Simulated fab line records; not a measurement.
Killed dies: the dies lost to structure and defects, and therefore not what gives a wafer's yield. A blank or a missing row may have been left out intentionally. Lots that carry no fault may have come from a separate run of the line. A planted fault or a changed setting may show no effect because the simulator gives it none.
Matching of chambers -- flow n5_finfet -- rie_diel-06 running N5_BEOL_M2_ETCH_77: 4 sister chambers
The step etches underlayer in N2/H2, target depth 6.5 nm, time 5.2 s. 33 wafers are shown with their chamber, then 12 later ones without.

== EACH WAFER AND ITS CHAMBER ==
wafer,chamber,drypump_motor_current_A (A),showerhead_plenum_p_Torr (Torr),throttle_valve_pct (%)
L074.2,1,5.3,2.46,18.1
L074.3,0,5.5,2.53,17.6
L074.4,3,6.5,2.63,18.1
L075.1,0,5.5,2.53,17.6
L075.2,3,6.5,2.63,18.1
L075.3,1,5.3,2.46,18.1
L076.1,2,4.9,2.47,18.0
L076.2,1,5.3,2.46,18.1
L076.5,1,5.3,2.46,18.1
L080.1,2,4.9,2.47,18.0
L080.3,1,5.3,2.45,18.1
L080.4,0,5.5,2.53,17.7
L085.2,2,5.0,2.46,18.1
L085.4,0,5.5,2.52,17.7
L085.5,1,5.3,2.45,18.2
L086.2,2,5.0,2.46,18.1
L086.3,1,5.3,2.45,18.2
L086.6,1,5.3,2.45,18.2
L087.2,0,5.5,2.52,17.7
L087.3,3,6.5,2.62,18.2
L087.5,2,5.0,2.46,18.1
L088.1,0,5.5,2.52,17.7
L088.4,3,6.5,2.62,18.2
L088.5,0,5.5,2.52,17.7
L089.2,3,6.5,2.62,18.2
L089.3,1,5.3,2.45,18.2
L089.6,3,6.5,2.62,18.2
L091.1,2,5.0,2.46,18.1
L091.4,2,5.0,2.46,18.0
L091.5,1,5.4,2.45,18.2
L092.1,3,6.5,2.62,18.2
L092.2,0,5.5,2.52,17.7
L092.3,1,5.3,2.45,18.2

SIGNATURES (means of the wafers above)
reading,chamber 0,chamber 1,chamber 2,chamber 3,scatter within a chamber
drypump_motor_current_A,5.500,5.309,4.971,6.500,0.0284
showerhead_plenum_p_Torr,2.5237,2.4536,2.4629,2.6229,0.00501
throttle_valve_pct,17.675,18.155,18.057,18.171,0.0504
Rule: for a wafer and a chamber, the distance is found by dividing, reading by reading, the gap between the wafer's reading and the chamber's mean by the reading's scatter, squaring, summing and taking the root. The wafer belongs to the nearest chamber; if the next one is less than 2 further off, it can't be placed. The scatter is the square root of a quotient: the sum, over the shown wafers, of each reading's squared deviation from its chamber's mean, divided by wafers minus chambers.

== WAFERS WHOSE CHAMBER IS MISSING ==
wafer,drypump_motor_current_A (A),showerhead_plenum_p_Torr (Torr),throttle_valve_pct (%)
L093.3,6.5,2.62,18.2
L093.5,5.3,2.44,18.2
L093.6,5.5,2.52,17.7
L094.1,5.5,2.52,17.7
L094.4,6.5,2.62,18.2
L094.5,6.5,2.62,18.2
L095.2,5.0,2.45,18.1
L095.4,5.5,2.51,17.7
L095.6,5.0,2.45,18.1
L096.1,5.3,2.44,18.2
L096.2,5.5,2.51,17.7
L096.4,6.5,2.62,18.2

== EACH ONE'S CHAMBER ==
wafer,from the rows above,in truth
L093.3,3,3
L093.5,1,1
L093.6,0,0
L094.1,0,0
L094.4,3,3
L094.5,3,3
L095.2,2,2
L095.4,0,0
L095.6,2,2
L096.1,1,1
L096.2,0,0
L096.4,3,3
Placed correctly: 12 of 12. Number that these rows cannot place: 0. Placed wrongly: 0.
